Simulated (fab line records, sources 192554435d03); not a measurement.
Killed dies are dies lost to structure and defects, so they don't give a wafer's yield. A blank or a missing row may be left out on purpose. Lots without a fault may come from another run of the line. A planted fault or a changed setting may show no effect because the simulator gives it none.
Split-lot experiment | flow n5_finfet | 7 lots, 21 wafers read, on a route of 1938 steps

THE SPLIT
At N5_BEOL_M8_COAT_22 (resist thk 30 nm), the setting spin_rpm was moved away from the recipe's 1500 rpm on 7 of the 21 wafers read, by -9.7% to +10.3%. The other wafers ran this setting at the recipe's value.

FROM THE SPLIT TO THE READING: what the file shows between them, 4 steps
- N5_BEOL_M8_EXPOSE_25: exposes mask V7, target cd 40 nm (also split here: dose_mj)
- N5_BEOL_M8_PEB_26: peb time 60 s
- N5_BEOL_M8_DEVELOP_27: develop time 30 s
- N5_BEOL_M8_CD_MEAS_28: target cd 40 nm

THE READING
CAR-EUV_of_BEOL_M8_COAT_22.thk_nm (the simulator's own value, which no gauge read), in nm, at N5_BEOL_M8_DESCUM_33 (chemistry O2, time 7 s). The file gives no usual value for it. The 14 wafers here that ran the recipe average 26.1 nm, standard deviation 0.1 nm.

wafer  | tool, chamber at the split | spin_rpm as run, rpm | against the recipe | CAR-EUV_of_BEOL_M8_COAT_22.thk_nm, nm | against lot-mates on the recipe
L075.1 | litho_track-02, 0          | 1500                 | recipe             | 26                                    | -
L075.2 | litho_track-02, 0          | 1422                 | -5.2%              | 26.8                                  | +0.7
L075.3 | litho_track-02, 0          | 1500                 | recipe             | 26.2                                  | -
L076.3 | litho_track-05, 0          | 1382                 | -7.9%              | 27.4                                  | no lot-mate on the recipe
L076.4 | litho_track-05, 0          | 1382                 | -7.9%              | 27.4                                  | no lot-mate on the recipe
L076.5 | litho_track-05, 0          | 1382                 | -7.9%              | 27.2                                  | no lot-mate on the recipe
L087.1 | litho_track-02, 0          | 1355                 | -9.7%              | 27.6                                  | +1.4
L087.5 | litho_track-02, 0          | 1500                 | recipe             | 26.2                                  | -
L087.6 | litho_track-02, 0          | 1500                 | recipe             | 26.2                                  | -
L090.2 | litho_track-05, 0          | 1500                 | recipe             | 26                                    | -
L090.5 | litho_track-05, 0          | 1500                 | recipe             | 26                                    | -
L090.6 | litho_track-05, 0          | 1500                 | recipe             | 26                                    | -
L092.2 | litho_track-02, 0          | 1500                 | recipe             | 26                                    | -
L092.3 | litho_track-02, 0          | 1500                 | recipe             | 26.2                                  | -
L092.6 | litho_track-02, 0          | 1655                 | +10.3%             | 24.4                                  | -1.7
L093.1 | litho_track-03, 0          | 1500                 | recipe             | 26                                    | -
L093.2 | litho_track-03, 0          | 1500                 | recipe             | 26                                    | -
L093.6 | litho_track-03, 0          | 1438                 | -4.1%              | 26.8                                  | +0.8
L094.2 | litho_track-03, 0          | 1500                 | recipe             | 26.2                                  | -
L094.4 | litho_track-03, 0          | 1500                 | recipe             | 26.2                                  | -
L094.6 | litho_track-03, 0          | 1500                 | recipe             | 26.2                                  | -

THE FIT
A straight line over all 21 wafers: CAR-EUV_of_BEOL_M8_COAT_22.thk_nm changes by -0.158 nm for each +1% of spin_rpm; r = -0.99; the points scatter about the line by 0.099 nm.
The same after taking each lot's own level away (the mean of its wafers on the recipe; 18 wafers): -0.156 nm for each +1%; r = -0.99; scatter 0.077 nm.
On that fit, the largest move of spin_rpm shifts the reading by 1.6 nm.
The lots' own levels span 26.00 to 26.20 nm, that is 2.0 times the standard deviation above.
So the lot-to-lot level changes the slope little: the two slopes agree.
Check: with one of the wafers moved furthest among these (+10.3%) left out of the fit, the line predicts -1.53 nm for it against its lot-mates. It came out at -1.7 nm against them.

OTHER SPLITS ON THESE WAFERS
These wafers also went through other splits before the reading. Each is held against what the fit with the lots' levels taken away leaves over:
other split on the same wafers | wafers away from the commonest value | r with CAR-EUV_of_BEOL_M8_COAT_22.thk_nm (lot level and that fit taken away)
N5_BEOL_M8_PECVD_70 temp_c     | 7                                    | -0.19
N5_BEOL_M8_EXPOSE_08 dose_mj   | 4                                    | +0.00
N5_BEOL_M8_EXPOSE_25 dose_mj   | 8                                    | -0.09

THE WHOLE CHAIN: every reading that the file lists as answering this split, in the file's order
step                 | what it does           | reading                                                                            | change (the file's fit)               | r (the file's)
N5_BEOL_M8_COAT_22   | resist thk 30 nm       | CAR-EUV_of_BEOL_M8_COAT_22.thk_nm (the simulator's own value, which no gauge read) | -0.154 nm for each +1% of the setting | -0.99
N5_BEOL_M8_DESCUM_33 | chemistry O2, time 7 s | CAR-EUV_of_BEOL_M8_COAT_22.thk_nm (the simulator's own value, which no gauge read) | -0.156 nm for each +1% of the setting | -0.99

THE FILE'S OWN FIT
CAR-EUV_of_BEOL_M8_COAT_22.thk_nm changes by -0.156 nm for each +1% of spin_rpm, r = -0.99.
